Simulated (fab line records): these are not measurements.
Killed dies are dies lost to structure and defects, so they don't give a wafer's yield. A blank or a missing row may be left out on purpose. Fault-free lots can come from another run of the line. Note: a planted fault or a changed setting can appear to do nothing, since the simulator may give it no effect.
Struck lot and sound lot, side by side || flow n5-finfet || 36 out of 1938 route steps
Sound: these wafers, L371.1, L371.3, L371.5. The struck wafers were L389.1, L389.5, L389.6. The cause comes at the end.
Each step with rows lists, per side, the tool, then ch with its chambers, then its first start. Under that, the readings that differ: sound wafers || struck wafers || difference of the means || sigmas: that difference in standard deviations of wafers without a fault.
alike: readings whose means differ by less than 2 such deviations, and words and numbers that are the same on both sides. not compared: withheld readings, readings that some wafer has no value for, bounds like >300 that may hide the same value, and numbers for which the record gives no deviation and whose values overlap.
The two part at a step that has a row with sigmas, a row that says differs or no value, or rows on one side only. Numbers that have no deviation but don't overlap get no sigmas and don't part them. A reading missing from all wafers of one side parts the sides only when that side holds two or more wafers.

first, 8 steps without rows for these wafers: N5_BEOL_M4_CO_CAP_55 (material Co, precursor CCTBA/H2, target thk 2 nm, time 102.1 s); N5_BEOL_M4_PRE_CLEAN_56 (time 15 s); N5_BEOL_M4_DEP_57 (deposits SiCN from 3MS/NH3, target thk 8 nm, time 14 s); N5_BEOL_M5_ILD_DEP_00 (deposits SiCOH lowk from DEMS/porogen, target thk 140.64 nm, time 25.9 s); N5_BEOL_M5_CURE_79 (cures SiCOH lowk, time 240 s); N5_BEOL_M5_PECVD_70 (deposits SiO2 from TEOS/O2, target thk 16 nm, time 18 s); N5_BEOL_M5_HM_DEP_02 (deposits TiN, target thk 20 nm); N5_BEOL_M5_COAT_59 (time 60 s, resist thk 60 nm).
N5_BEOL_M5_COAT_60: time 60 s, resist thk 12 nm.
  sound on litho-track-01 ch 0, day 8 12:05; struck on litho-track-01 ch 0, day 13 02:18
{"reading": "spin-speed-rpm (rpm)", "sound": "1500.1 1501.7 1501.5", "struck": "818.4 817.9 819.1", "difference": -682.6, "sigmas": "-99 or more"}
{"reading": "model.SiARC_of_BEOL_M5_COAT_60.thk-nm (nm)", "sound": "12 12 12", "struck": "16.2 16.4 16.4", "difference": "+4.3", "sigmas": ""}
then, 9 steps without rows for these wafers: N5_BEOL_M5_COAT_71 (time 60 s, resist thk 5 nm); N5_BEOL_M5_COAT_05 (resist thk 30 nm); N5_BEOL_M5_EBR_07; N5_BEOL_M5_SOFTBAKE_06 (time 60 s); N5_BEOL_M5_EXPOSE_08 (exposes mask M5, target cd 28 nm); N5_BEOL_M5_PEB_09 (peb time 60 s); N5_BEOL_M5_DEVELOP_10 (develop time 30 s); N5_BEOL_M5_DESCUM_16 (chemistry O2, time 7 s); N5_BEOL_M5_ETCH_72 (etches underlayer in N2/H2, target depth 6.5 nm, time 5.2 s).
N5_BEOL_M5_ETCH_61: etches SiARC in CF4, target depth 15.6 nm, time 26 s.
  sound on rie-diel-01 ch 0,1,2, day 8 12:35; struck on rie-diel-01 ch 1,2, day 13 02:44
{"reading": "etch-rf-on-time-s (s)", "sound": "26.0 25.2 25.5", "struck": "34.3 34.8 34.5", "difference": "+9.0", "sigmas": "+19"}
{"reading": "model.etch.depth-nm (nm)", "sound": "12.02 11.99 11.99", "struck": "16.2 16.34 16.33", "difference": "+4.3", "sigmas": ""}
  alike: drypump-motor-current-A, oes-product-au, rf-vpp-V, showerhead-plenum-p-Torr, throttle-valve-pct
  not compared: rf-hours-counter-h, model.BEOL_M5.cd-nm
N5_BEOL_M5_ETCH_62: etches SOC in N2/H2, target depth 75 nm, overetch 15 nm, time 112.5 s.
  sound on rie-diel-01 ch 0,1,2, day 8 12:37; struck on rie-diel-01 ch 1,2, day 13 02:46
{"reading": "model.SiARC_of_BEOL_M5_COAT_60.thk-nm (nm)", "sound": "6.8 6.6 6.8", "struck": "11 11.2 11", "difference": "+4", "sigmas": ""}
  alike: drypump-motor-current-A, oes-product-au, rf-vpp-V, showerhead-plenum-p-Torr, throttle-valve-pct
  not compared: rf-hours-counter-h
then, 14 steps without rows for these wafers: N5_BEOL_M5_STRIP_63 (strips in N2/H2); N5_BEOL_M5_STRIP_73 (strips in N2/H2); N5_BEOL_M5_STRIP_64 (strips in CF4); N5_BEOL_M5_HM_OPEN_17 (chemistry Cl2/BCl3, target TiN, target depth 20 nm, overetch 6 nm); N5_BEOL_M5_STRIP_19 (strips in O2); N5_BEOL_M5_COAT_65 (time 60 s, resist thk 60 nm); N5_BEOL_M5_COAT_66 (time 60 s, resist thk 12 nm); N5_BEOL_M5_COAT_74 (time 60 s, resist thk 5 nm); N5_BEOL_M5_COAT_22 (resist thk 30 nm); N5_BEOL_M5_EBR_24; N5_BEOL_M5_SOFTBAKE_23 (time 60 s); N5_BEOL_M5_EXPOSE_25 (exposes mask V4, defocus 10 nm); N5_BEOL_M5_PEB_26 (peb time 60 s); N5_BEOL_M5_DEVELOP_27 (develop time 30 s).
N5_BEOL_M5_ETCH_41: etches SiCN in CH3F/O2, target depth 31.5 nm, time 56.7 s.
  sound on rie-diel-01 ch 0,1,2; struck on rie-diel-05 ch 1,2,3
{"reading": "showerhead-plenum-p-Torr (Torr)", "sound": "2.12 2.07 2.05", "struck": "1.95 1.90 1.91", "difference": -0.16, "sigmas": -2}
  alike: drypump-motor-current-A, oes-product-au, rf-vpp-V, throttle-valve-pct, model.BEOL_M5.cd-nm
  not compared: rf-hours-counter-h
then, 1 step without rows for these wafers: N5_PASSIVATION_PROBE_49.

WHERE THEY PART
First at N5_BEOL_M5_COAT_60; last, within this record, at N5_BEOL_M5_ETCH_41.

WHY: what the simulator had put in
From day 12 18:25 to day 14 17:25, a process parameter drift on litho-track-01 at N5_BEOL_M5_COAT_60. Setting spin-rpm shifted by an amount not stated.
